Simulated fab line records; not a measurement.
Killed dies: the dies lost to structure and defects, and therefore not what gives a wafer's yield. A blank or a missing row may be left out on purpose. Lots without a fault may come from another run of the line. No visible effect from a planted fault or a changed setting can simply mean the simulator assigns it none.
fab line records | flow nand_harc
[record] lots = 15 | wafers = 45 | last_day = 34
route steps=1302 shown P_GATE@213 P_CONTACT@234
lots that met no fault: taken from a fault-free run of the same line
start_h: start of the lot's first displayed wafer, in hours after the record's first day | wait_h: time in hours since the lot's previous step | " as in the row above | L1.1+2: several wafers, shown together as one row | - either no value or no given start | * or withheld: withheld | < > ~ a bound
route shown NAME@n: NAME is a module with steps in the file, n the number in the route of the first one | usual: the fault-free wafers' mean and standard deviation | same: alike in all rows | chamber/n: place in a boat | sites: each site's reading | _std_site: standard deviation of those values | _edge_site: inner sites' mean taken away from outer sites' mean | radius_mm: for every site, how far away it sits from the centre of the wafer | mask NAME#n: copy n | behind: the last tool/chamber to shape the wafer | hold: the reason the lot was held/the length of the hold in hours/how it ended | device: which transistor (n, p or np) failed to switch | end of line: tests of these same wafers at the route's end | for a step that has no rows: nothing shown but its recipe | killed: not the wafer's yield, but the dies lost to structure and defects at the first sort | map: dies across one wafer; x = killed, . = not, _ = none there
set.NAME: the setting the step ran with; set.NAME@STEP: the setting that earlier step ran with | model.NAME: the simulator's own value behind a step, which no gauge read
a sample of lots followed through the steps of the route, with each step as a table and each wafer as a row
services: a tool's chamber out of use, with start hour (start_h, from the record's first day; less than 0 if before it), hours out, and reason
[[steps]]
[step NHARC_P_GATE_RTA_80]
[recipe] temp_c = 300 | time_s = 30
[usual] lamp_power_pct = 2.08/0.075 | lamp_zone_4_pct = 2.08/0.074 | lamp_zone_7_pct = 2.18/0.078 | wafer_temp_C_max = 302.1/0.61
[same] time_s = 30
lot.wafer | tool          | chamber | start_h | wait_h | lamp_power_pct | lamp_zone_4_pct | lamp_zone_7_pct | wafer_temp_C_max
L230.1    | rtp_anneal-02 | 0       | 125.95  | -      | 2.03           | 2.03            | 2.13            | 302.3
L230.4    | "             | 0       | "       | "      | 2.03           | 2.03            | 2.13            | 303.1
L230.6    | "             | 0       | "       | "      | 2.03           | 2.03            | 2.13            | 302.5
L234.2    | rtp_anneal-02 | 0       | 159.29  | -      | 2.03           | 2.03            | 2.13            | 302.3
L234.3    | "             | 0       | "       | "      | 2.03           | 2.03            | 2.13            | 302.6
L234.6    | "             | 0       | "       | "      | 2.03           | 2.03            | 2.13            | 302.6
L233.2    | rtp_anneal-02 | 0       | 159.82  | -      | 2.03           | 2.03            | 2.13            | 302.2
L233.5    | "             | 0       | "       | "      | 2.03           | 2.03            | 2.13            | 301.6
L233.6    | "             | 0       | "       | "      | 2.03           | 2.03            | 2.13            | 302.4
L235.1    | rtp_anneal-01 | 0       | 174.62  | -      | 2.20           | 2.20            | 2.30            | 301.1
L235.2    | "             | 0       | "       | "      | 2.20           | 2.20            | 2.31            | 301.4
L235.6    | "             | 0       | "       | "      | 2.20           | 2.20            | 2.30            | 301.2
L236.1    | rtp_anneal-01 | 0       | 187.42  | -      | 2.20           | 2.20            | 2.30            | 300.9
L236.3    | "             | 0       | "       | "      | 2.20           | 2.19            | 2.31            | 302.3
L236.5    | "             | 0       | "       | "      | 2.20           | 2.20            | 2.30            | 301.3
L237.2    | rtp_anneal-01 | 0       | 198.80  | -      | 2.20           | 2.20            | 2.31            | 301.3
L237.3    | "             | 0       | "       | "      | 2.20           | 2.20            | 2.31            | 301.6
L237.6    | "             | 0       | "       | "      | 2.20           | 2.20            | 2.31            | 301.4
L238.1    | rtp_anneal-02 | 0       | 202.47  | -      | 2.03           | 2.04            | 2.13            | 302.7
L238.4    | "             | 0       | "       | "      | 2.03           | 2.03            | 2.13            | 302.2
L238.6    | "             | 0       | "       | "      | 2.03           | 2.03            | 2.13            | 301.8
L240.1    | rtp_anneal-02 | 0       | 230.53  | -      | 2.03           | 2.03            | 2.13            | 301.5
L240.2    | "             | 0       | "       | "      | 2.03           | 2.03            | 2.13            | 302.4
L240.3    | "             | 0       | "       | "      | 2.03           | 2.03            | 2.13            | 302.0
L242.3    | rtp_anneal-02 | 0       | 246.80  | -      | 2.03           | 2.03            | 2.13            | 302.2
L242.5    | "             | 0       | "       | "      | 2.03           | 2.03            | 2.13            | 302.2
L242.6    | "             | 0       | "       | "      | 2.03           | 2.03            | 2.13            | 302.8
L243.1    | rtp_anneal-02 | 0       | 262.86  | -      | 2.04           | 2.04            | 2.13            | 302.4
L243.5    | "             | 0       | "       | "      | 2.04           | 2.04            | 2.13            | 302.3
L243.6    | "             | 0       | "       | "      | 2.04           | 2.04            | 2.14            | 302.4
L244.1    | rtp_anneal-02 | 0       | 263.68  | -      | 2.04           | 2.04            | 2.14            | 302.4
L244.2    | "             | 0       | "       | "      | 2.04           | 2.04            | 2.14            | 303.1
L244.4    | "             | 0       | "       | "      | 2.03           | 2.03            | 2.14            | 301.5
L248.1    | rtp_anneal-02 | 0       | 306.16  | -      | 2.03           | 2.03            | 2.13            | 302.8
L248.3    | "             | 0       | "       | "      | 2.03           | 2.04            | 2.13            | 302.0
L248.4    | "             | 0       | "       | "      | 2.03           | 2.03            | 2.13            | 302.1
L249.1    | rtp_anneal-02 | 0       | 312.97  | -      | 2.04           | 2.04            | 2.13            | 302.4
L249.4    | "             | 0       | "       | "      | 2.04           | 2.04            | 2.13            | 302.9
L249.5    | "             | 0       | "       | "      | 2.04           | 2.04            | 2.14            | 301.8
L250.1    | rtp_anneal-01 | 0       | 328.55  | -      | 2.20           | 2.20            | 2.31            | 301.2
L250.4    | "             | 0       | "       | "      | 2.20           | 2.20            | 2.31            | 301.3
L250.5    | "             | 0       | "       | "      | 2.20           | 2.20            | 2.31            | 300.9
L252.3    | rtp_anneal-02 | 0       | 351.68  | -      | 2.03           | 2.03            | 2.13            | 302.9
L252.5    | "             | 0       | "       | "      | 2.03           | 2.03            | 2.13            | 303.0
L252.6    | "             | 0       | "       | "      | 2.03           | 2.03            | 2.13            | 302.1
[step NHARC_P_CONTACT_INSPECT_14]
[usual] raw_defect_count = 4.0/2.6
lot.wafer | tool              | chamber | start_h | wait_h | raw_defect_count
L230.1    | defect_inspect-01 | -       | 128.35  | 0.0    | 2
L230.4    | "                 | -       | "       | "      | 4
L230.6    | "                 | -       | "       | "      | 5
L234.2    | defect_inspect-01 | -       | 161.86  | 0.0    | 4
L234.3    | "                 | -       | "       | "      | 0
L234.6    | "                 | -       | "       | "      | 2
L233.2    | defect_inspect-01 | -       | 162.36  | 0.0    | 5
L233.5    | "                 | -       | "       | "      | 1
L233.6    | "                 | -       | "       | "      | 4
L235.1    | defect_inspect-02 | -       | 177.14  | 0.0    | 1
L235.2    | "                 | -       | "       | "      | 4
L235.6    | "                 | -       | "       | "      | 4
L236.1    | defect_inspect-02 | -       | 189.81  | 0.0    | 3
L236.3    | "                 | -       | "       | "      | 3
L236.5    | "                 | -       | "       | "      | 2
L237.2    | defect_inspect-02 | -       | 201.17  | 0.0    | 10
L237.3    | "                 | -       | "       | "      | 7
L237.6    | "                 | -       | "       | "      | 6
L238.1    | defect_inspect-02 | -       | 204.74  | 0.0    | 2
L238.4    | "                 | -       | "       | "      | 2
L238.6    | "                 | -       | "       | "      | 5
L240.1    | defect_inspect-02 | -       | 232.93  | 0.0    | 13
L240.2    | "                 | -       | "       | "      | 5
L240.3    | "                 | -       | "       | "      | 7
L242.3    | defect_inspect-01 | -       | 249.01  | 0.0    | 5
L242.5    | "                 | -       | "       | "      | 3
L242.6    | "                 | -       | "       | "      | 3
L243.1    | defect_inspect-02 | -       | 265.12  | 0.0    | 5
L243.5    | "                 | -       | "       | "      | 4
L243.6    | "                 | -       | "       | "      | 4
L244.1    | defect_inspect-01 | -       | 266.13  | 0.0    | 0
L244.2    | "                 | -       | "       | "      | 1
L244.4    | "                 | -       | "       | "      | 1
L248.1    | defect_inspect-02 | -       | 308.57  | 0.0    | 4
L248.3    | "                 | -       | "       | "      | 4
L248.4    | "                 | -       | "       | "      | 1
L249.1    | defect_inspect-02 | -       | 315.38  | 0.0    | 3
L249.4    | "                 | -       | "       | "      | 2
L249.5    | "                 | -       | "       | "      | 2
L250.1    | defect_inspect-02 | -       | 330.95  | 0.0    | 4
L250.4    | "                 | -       | "       | "      | 6
L250.5    | "                 | -       | "       | "      | 8
L252.3    | defect_inspect-01 | -       | 354.05  | 0.0    | 1
L252.5    | "                 | -       | "       | "      | 4
L252.6    | "                 | -       | "       | "      | 5
[step NHARC_P_CONTACT_ETCH_36]
[recipe] target_depth_a = 2600 | over_etch_frac = 0.25 | time_s = 406.25 | ion_energy_ev = 200 | n2_flow_sccm = 150 | h2_flow_sccm = 150 | ar_flow_sccm = 0 | rf_w = 400 | bias_w = 150 | chemistry = N2/H2
[usual] bias_w = 150.0/0.51 | chamber_pressure_mTorr = 30.000/0.028 | drypump_motor_current_A = 5.7/0.52 | oes_product_au = 1.003/0.0098 | rf_vpp_V = 430/3.1 | showerhead_plenum_p_Torr = 2.03/0.11 | throttle_valve_pct = 14.172/0.0097
[same] time_s = 406.25
lot.wafer | tool        | chamber | start_h | wait_h | bias_w | chamber_pressure_mTorr | drypump_motor_current_A | oes_product_au | rf_hours_counter_h | rf_vpp_V | showerhead_plenum_p_Torr | throttle_valve_pct
L230.4    | rie_diel-02 | 0       | -       | -      | 151.4  | 29.961                 | 6.3                     | 1.012          | 5.6                | 427      | 1.89                     | 14.168
L230.1    | "           | 1       | "       | "      | 150.4  | 29.974                 | 6.0                     | 1.018          | 5.5                | 434      | 2.15                     | 14.188
L230.6    | "           | 2       | "       | "      | 149.0  | 30.025                 | 6.3                     | 1.013          | -                  | 428      | 1.94                     | 14.177
L234.2    | rie_diel-02 | 0       | -       | -      | 150.6  | 30.021                 | 6.3                     | 0.995          | 7.2                | 427      | 1.89                     | 14.167
L234.3    | "           | 3       | "       | "      | 150.6  | 30.063                 | 4.7                     | 0.996          | 7.4                | 434      | 2.20                     | 14.174
L234.6    | "           | 0       | "       | "      | 150.8  | 30.063                 | 6.3                     | 1.003          | -                  | 426      | 1.89                     | 14.168
L233.2    | rie_diel-03 | 3       | -       | -      | 150.5  | 30.044                 | 5.9                     | 0.994          | 1.2                | 435      | 2.21                     | 14.160
L233.6    | "           | 3       | "       | "      | 150.1  | 29.964                 | 5.9                     | 1.000          | -                  | 435      | 2.21                     | 14.162
L233.5    | "           | 0       | "       | "      | 151.0  | 30.045                 | 5.8                     | 0.998          | -                  | 429      | 1.94                     | 14.174
L235.2    | rie_diel-02 | 3       | -       | -      | 150.0  | 29.987                 | 4.7                     | 0.985          | 8.0                | 435      | 2.20                     | 14.187
L235.1    | "           | 1       | "       | "      | 149.3  | 30.032                 | 6.0                     | 1.017          | 7.4                | 432      | 2.15                     | 14.172
L235.6    | "           | 0       | "       | "      | 150.1  | 29.986                 | 6.2                     | 0.996          | -                  | 425      | 1.89                     | 14.168
L236.1    | rie_diel-05 | 0       | -       | -      | 149.6  | 30.017                 | 4.8                     | 1.010          | 3.4                | 429      | 1.98                     | 14.176
L236.3    | "           | 3       | "       | "      | 150.0  | 29.990                 | 5.8                     | 0.991          | 3.1                | 429      | 2.02                     | 14.186
L236.5    | "           | 1       | "       | "      | 149.8  | 30.012                 | 5.5                     | 0.992          | -                  | 428      | 1.96                     | 14.169
L237.2    | rie_diel-02 | 2       | -       | -      | 150.4  | 29.975                 | 6.2                     | 0.995          | 5.7                | 429      | 1.94                     | 14.174
L237.3    | "           | 3       | "       | "      | 150.2  | 30.025                 | 4.7                     | 0.988          | 9.2                | 435      | 2.20                     | 14.169
L237.6    | "           | 1       | "       | "      | 149.9  | 30.011                 | 6.0                     | 1.022          | -                  | 435      | 2.15                     | 14.164
L238.4    | rie_diel-05 | 1       | -       | -      | 149.3  | 30.022                 | 5.5                     | 0.999          | 4.1                | 429      | 1.96                     | 14.157
L238.1    | "           | 2       | "       | "      | 150.4  | 29.974                 | 5.8                     | 0.997          | 3.1                | 429      | 1.94                     | 14.175
L238.6    | "           | 0       | "       | "      | 149.9  | 30.020                 | 4.8                     | 1.004          | -                  | 430      | 1.98                     | 14.170
L240.1    | rie_diel-03 | 0       | -       | -      | 149.9  | 30.004                 | 5.8                     | 1.010          | 2.8                | 428      | 1.94                     | 14.178
L240.3    | "           | 1       | "       | "      | 149.6  | 30.000                 | 6.2                     | 1.001          | 2.8                | 429      | 2.03                     | 14.171
L240.2    | "           | 3       | "       | "      | 149.5  | 29.974                 | 5.9                     | 1.002          | 2.9                | 434      | 2.20                     | 14.171
L242.3    | rie_diel-05 | 0       | -       | -      | 149.8  | 30.008                 | 4.8                     | 1.010          | 0.2                | 428      | 1.98                     | 14.159
L242.6    | "           | 0       | "       | "      | 149.9  | 30.015                 | 4.8                     | 0.999          | -                  | 428      | 1.98                     | 14.166
L242.5    | "           | 1       | "       | "      | 150.3  | 29.995                 | 5.5                     | 0.993          | -                  | 428      | 1.96                     | 14.158
L243.1    | rie_diel-05 | 3       | -       | -      | 149.8  | 30.009                 | 5.9                     | 0.998          | 0.5                | 431      | 2.02                     | 14.172
L243.5    | "           | 1       | "       | "      | 150.3  | 30.041                 | 5.5                     | 0.992          | -                  | 428      | 1.96                     | 14.166
L243.6    | "           | 2       | "       | "      | 149.6  | 29.980                 | 5.8                     | 0.998          | -                  | 429      | 1.94                     | 14.163
L244.4    | rie_diel-02 | 1       | -       | -      | 149.8  | 29.995                 | 6.0                     | 1.029          | 2.5                | 433      | 2.15                     | 14.161
L244.1    | "           | 2       | "       | "      | 149.3  | 30.020                 | 6.3                     | 1.011          | 2.3                | 427      | 1.94                     | 14.178
L244.2    | "           | 0       | "       | "      | 150.3  | 29.979                 | 6.2                     | 1.021          | 2.6                | 426      | 1.89                     | 14.176
L248.1    | rie_diel-02 | 1       | -       | -      | 149.0  | 29.989                 | 6.0                     | 1.018          | 4.3                | 434      | 2.15                     | 14.179
L248.4    | "           | 2       | "       | "      | 149.8  | 29.961                 | 6.3                     | 1.022          | 4.1                | 427      | 1.94                     | 14.174
L248.3    | "           | 3       | "       | "      | 149.2  | 29.998                 | 4.7                     | 1.011          | 3.8                | 434      | 2.19                     | 14.177
L249.4    | rie_diel-02 | 2       | -       | -      | 150.2  | 29.986                 | 6.3                     | 1.009          | 4.7                | 428      | 1.94                     | 14.175
L249.1    | "           | 3       | "       | "      | 150.1  | 29.955                 | 4.7                     | 1.004          | 4.3                | 435      | 2.19                     | 14.163
L249.5    | "           | 3       | "       | "      | 149.9  | 30.020                 | 4.7                     | 1.003          | -                  | 436      | 2.19                     | 14.160
L250.4    | rie_diel-02 | 0       | -       | -      | 149.3  | 30.012                 | 6.3                     | 1.004          | 5.0                | 425      | 1.89                     | 14.174
L250.1    | "           | 2       | "       | "      | 150.6  | 30.000                 | 6.3                     | 1.011          | 5.6                | 428      | 1.94                     | 14.154
L250.5    | "           | 0       | "       | "      | 150.6  | 29.952                 | 6.3                     | 1.006          | -                  | 426      | 1.89                     | 14.166
L252.3    | rie_diel-03 | 1       | -       | -      | 149.6  | 30.007                 | 6.3                     | 0.996          | 1.4                | 430      | 2.02                     | 14.157
L252.6    | "           | 2       | "       | "      | 150.1  | 30.026                 | 5.2                     | 0.993          | -                  | 429      | 1.99                     | 14.170
L252.5    | "           | 3       | "       | "      | 150.0  | 30.005                 | 5.9                     | 0.986          | -                  | 436      | 2.20                     | 14.166
[step NHARC_P_CONTACT_ETCH_31]
[recipe] target_depth_a = 300 | time_s = 85.7 | ion_energy_ev = 120 | over_etch_frac = 1 | ch3f_flow_sccm = 50 | o2_flow_sccm = 30 | ar_flow_sccm = 200 | rf_w = 500 | bias_w = 100 | chemistry = CH3F/O2
[usual] bias_w = 100.00/0.28 | ch3f_flow_sccm = 49.99/0.16 | drypump_motor_current_A = 5.7/0.53 | oes_product_au = 0.980/0.014 | rf_vpp_V = 244.1/1.8 | showerhead_plenum_p_Torr = 2.44/0.12 | throttle_valve_pct = 20.663/0.0089 | time_s = 85.7/0
lot.wafer | tool        | chamber | start_h | wait_h | bias_w | ch3f_flow_sccm | drypump_motor_current_A | oes_product_au | rf_hours_counter_h | rf_vpp_V | showerhead_plenum_p_Torr | throttle_valve_pct | time_s
L230.1    | rie_diel-02 | 1       | 129.16  | -      | 99.96  | 49.80          | 6.0                     | 1.005          | 5.7                | 246.5    | 2.59                     | 20.641             | 85.7
L230.4    | "           | 0       | "       | "      | 99.44  | 49.93          | 6.3                     | 0.995          | 5.8                | 242.5    | 2.29                     | 20.660             | 85.7
L230.6    | "           | 1       | "       | "      | 99.81  | 49.95          | 6.0                     | 0.991          | -                  | 245.3    | 2.59                     | 20.661             | 85.7
L234.3    | rie_diel-02 | 0       | 162.67  | -      | 99.96  | 50.12          | 6.3                     | 0.983          | 7.5                | 241.1    | 2.29                     | 20.676             | 85.7
L234.2    | "           | 1       | "       | "      | 100.39 | 49.78          | 6.0                     | 0.985          | 7.1                | 245.2    | 2.59                     | 20.659             | 85.7
L234.6    | "           | 0       | "       | "      | 100.07 | 49.99          | 6.3                     | 0.976          | -                  | 242.4    | 2.29                     | 20.652             | 85.7
L233.2    | rie_diel-03 | 0       | 163.18  | -      | 100.08 | 49.55          | 5.8                     | 0.953          | 1.4                | 242.2    | 2.35                     | 20.657             | 85.7
L233.6    | "           | 2       | "       | "      | 99.80  | 50.34          | 5.2                     | 0.963          | -                  | 242.3    | 2.40                     | 20.659             | 85.7
L233.5    | "           | 3       | "       | "      | 99.90  | 50.11          | 5.9                     | 0.944          | -                  | 248.4    | 2.65                     | 20.670             | 85.7
L235.1    | rie_diel-02 | 3       | 177.95  | -      | 100.61 | 50.12          | 4.7                     | 0.971          | 8.3                | 247.6    | 2.63                     | 20.671             | 85.7
L235.2    | "           | 2       | "       | "      | 99.70  | 50.28          | 6.3                     | 0.986          | 4.7                | 243.0    | 2.34                     | 20.672             | 85.7
L235.6    | "           | 3       | "       | "      | 100.20 | 50.10          | 4.7                     | 0.978          | -                  | 245.7    | 2.63                     | 20.669             | 85.7
L236.3    | rie_diel-05 | 1       | 190.61  | -      | 99.94  | 49.76          | 5.5                     | 0.952          | 3.7                | 243.5    | 2.37                     | 20.661             | 85.7
L236.1    | "           | 0       | "       | "      | 100.20 | 50.17          | 4.8                     | 0.965          | 3.7                | 242.4    | 2.40                     | 20.646             | 85.7
L236.5    | "           | 1       | "       | "      | 99.44  | 50.05          | 5.5                     | 0.951          | -                  | 242.2    | 2.37                     | 20.663             | 85.7
L237.2    | rie_diel-02 | 1       | 201.98  | -      | 100.10 | 50.04          | 6.0                     | 0.977          | 8.9                | 247.8    | 2.59                     | 20.661             | 85.7
L237.3    | "           | 2       | "       | "      | 100.18 | 49.88          | 6.3                     | 0.958          | 5.9                | 243.2    | 2.34                     | 20.651             | 85.7
L237.6    | "           | 1       | "       | "      | 99.88  | 49.90          | 6.0                     | 0.987          | -                  | 246.3    | 2.59                     | 20.658             | 85.7
L238.4    | rie_diel-05 | 1       | 205.54  | -      | 99.68  | 49.97          | 5.5                     | 0.990          | 4.3                | 242.1    | 2.37                     | 20.659             | 85.7
L238.1    | "           | 0       | "       | "      | 100.46 | 49.97          | 4.8                     | 0.993          | 4.3                | 244.2    | 2.40                     | 20.667             | 85.7
L238.6    | "           | 2       | "       | "      | 100.07 | 49.89          | 5.7                     | 0.980          | -                  | 242.8    | 2.35                     | 20.657             | 85.7
L240.1    | rie_diel-03 | 0       | 233.86  | -      | 99.91  | 49.82          | 5.8                     | 0.984          | 3.2                | 243.4    | 2.35                     | 20.671             | 85.7
L240.3    | "           | 1       | "       | "      | 99.73  | 49.98          | 6.2                     | 0.991          | 3.1                | 244.2    | 2.44                     | 20.652             | 85.7
L240.2    | "           | 3       | "       | "      | 99.66  | 49.93          | 5.9                     | 0.975          | 3.2                | 246.4    | 2.65                     | 20.677             | 85.7
L242.3    | rie_diel-05 | 2       | 249.82  | -      | -      | -              | -                       | -              | -                  | -        | -                        | -                  | -
L242.5    | "           | 1       | "       | "      | -      | -              | -                       | -              | -                  | -        | -                        | -                  | -
L242.6    | "           | 2       | "       | "      | -      | -              | -                       | -              | -                  | -        | -                        | -                  | -
L243.1    | rie_diel-05 | 2       | 265.93  | -      | -      | -              | -                       | -              | -                  | -        | -                        | -                  | -
L243.6    | "           | 0       | "       | "      | -      | -              | -                       | -              | -                  | -        | -                        | -                  | -
L243.5    | "           | 1       | "       | "      | -      | -              | -                       | -              | -                  | -        | -                        | -                  | -
L244.1    | rie_diel-02 | 3       | 266.94  | -      | -      | -              | -                       | -              | -                  | -        | -                        | -                  | -
L244.2    | "           | 0       | "       | "      | -      | -              | -                       | -              | -                  | -        | -                        | -                  | -
L244.4    | "           | 2       | "       | "      | -      | -              | -                       | -              | -                  | -        | -                        | -                  | -
L248.1    | rie_diel-02 | 3       | 309.37  | -      | 100.16 | 49.74          | 4.7                     | 0.991          | 4.0                | 248.2    | 2.63                     | 20.658             | 85.7
L248.3    | "           | 0       | "       | "      | 100.08 | 49.86          | 6.2                     | 0.970          | 4.1                | 241.8    | 2.29                     | 20.659             | 85.7
L248.4    | "           | 1       | "       | "      | 99.75  | 50.11          | 6.0                     | 0.993          | 4.5                | 246.4    | 2.58                     | 20.659             | 85.7
L249.1    | rie_diel-02 | 1       | 316.19  | -      | 99.85  | 49.93          | 6.0                     | 0.991          | 4.9                | 245.1    | 2.58                     | 20.645             | 85.7
L249.4    | "           | 3       | "       | "      | 99.81  | 50.09          | 4.7                     | 0.994          | 4.6                | 245.7    | 2.63                     | 20.663             | 85.7
L249.5    | "           | 0       | "       | "      | 100.05 | 50.09          | 6.3                     | 0.977          | -                  | 240.8    | 2.29                     | 20.680             | 85.7
L250.1    | rie_diel-02 | 2       | 331.78  | -      | 100.16 | 49.96          | 6.2                     | 0.996          | 5.7                | 242.6    | 2.34                     | 20.673             | 85.7
L250.4    | "           | 3       | "       | "      | 99.88  | 50.22          | 4.7                     | 0.992          | 5.3                | 247.6    | 2.63                     | 20.669             | 85.7
L250.5    | "           | 1       | "       | "      | 100.10 | 49.74          | 6.0                     | 0.996          | -                  | 246.3    | 2.58                     | 20.664             | 85.7
L252.3    | rie_diel-03 | 3       | 354.87  | -      | 99.78  | 49.86          | 5.9                     | 0.973          | 1.9                | 246.8    | 2.64                     | 20.672             | 85.7
L252.6    | "           | 1       | "       | "      | 100.45 | 50.18          | 6.3                     | 0.975          | -                  | 242.3    | 2.44                     | 20.661             | 85.7
L252.5    | "           | 2       | "       | "      | 100.31 | 50.06          | 5.2                     | 0.983          | -                  | 243.6    | 2.40                     | 20.660             | 85.7
[[services]]
tool        | chamber | start_h | hours | kind
rie_diel-03 | -       | 104.30  | 9.0   | pm
rie_diel-03 | 0       | 115.34  | 5.1   | repair
rie_diel-02 | 0       | 122.22  | -     | clean
rie_diel-02 | 1       | 122.22  | -     | clean
rie_diel-02 | 2       | 122.22  | -     | clean
rie_diel-02 | 3       | 122.22  | -     | clean
rie_diel-03 | 1       | 140.05  | 3.4   | repair
rie_diel-02 | 0       | 146.72  | -     | clean
rie_diel-02 | 1       | 146.72  | -     | clean
rie_diel-02 | 2       | 146.72  | -     | clean
rie_diel-02 | 3       | 146.72  | -     | clean
rie_diel-03 | 2       | 178.51  | 2.2   | repair
rie_diel-03 | -       | 183.40  | 0.6   | repair
rie_diel-02 | -       | 216.72  | 9.0   | pm
rie_diel-03 | 2       | 226.02  | 17.2  | repair
rie_diel-05 | -       | 229.62  | 9.0   | pm
rie_diel-03 | 0       | 234.50  | 2.8   | repair
rie_diel-02 | -       | 238.75  | 1.7   | repair
rie_diel-03 | 2       | 260.24  | 5.0   | repair
rie_diel-02 | 0       | 269.53  | 1.5   | repair
rie_diel-03 | 0       | 276.18  | 32.9  | repair
rie_diel-03 | -       | 281.30  | 9.0   | pm
rie_diel-03 | 2       | 301.44  | 10.0  | repair
rie_diel-03 | 3       | 330.80  | 5.6   | repair
[[key]]
[first_sign] step = NHARC_P_CONTACT_ETCH_31 | reading = tool_record | direction = missing
effect none on later readings
met_at NHARC_P_CONTACT_ETCH_31
struck_lots L242,L243,L244
later_rows_left_out L242.3,L242.5,L242.6,L243.1,L243.5,L243.6,L244.1,L244.2,L244.4
sort_left_out L242.3,L242.5,L242.6,L243.1,L243.5,L243.6,L244.1,L244.2,L244.4
tester_left_out L242,L243,L244
not_acting_at NHARC_P_GATE_RTA_80,NHARC_P_CONTACT_INSPECT_14,NHARC_P_CONTACT_ETCH_36
onset_between 205.54 249.82
[fault] kind = skipped_step_whole | tool = rie_diel-02,rie_diel-05 | chamber = - | onset_h = 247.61 | steps = NHARC_P_CONTACT_ETCH_31 | scope = struck_lots_only
// tester_left_out: of these lots the tester's yield and bins aren't shown, on N5 and GAA mostly nor the transistor test; their killed dies are dies lost to structure and defects alone, not to doping, threshold or leakage, so they don't give the yield
// sort_left_out: the simulated sort isn't trusted on such a fault, so these wafers' sort isn't shown, and their yield isn't known
// later_rows_left_out: the simulator's readings of these wafers behind a module that went badly wrong aren't trusted and aren't shown, but for the sort
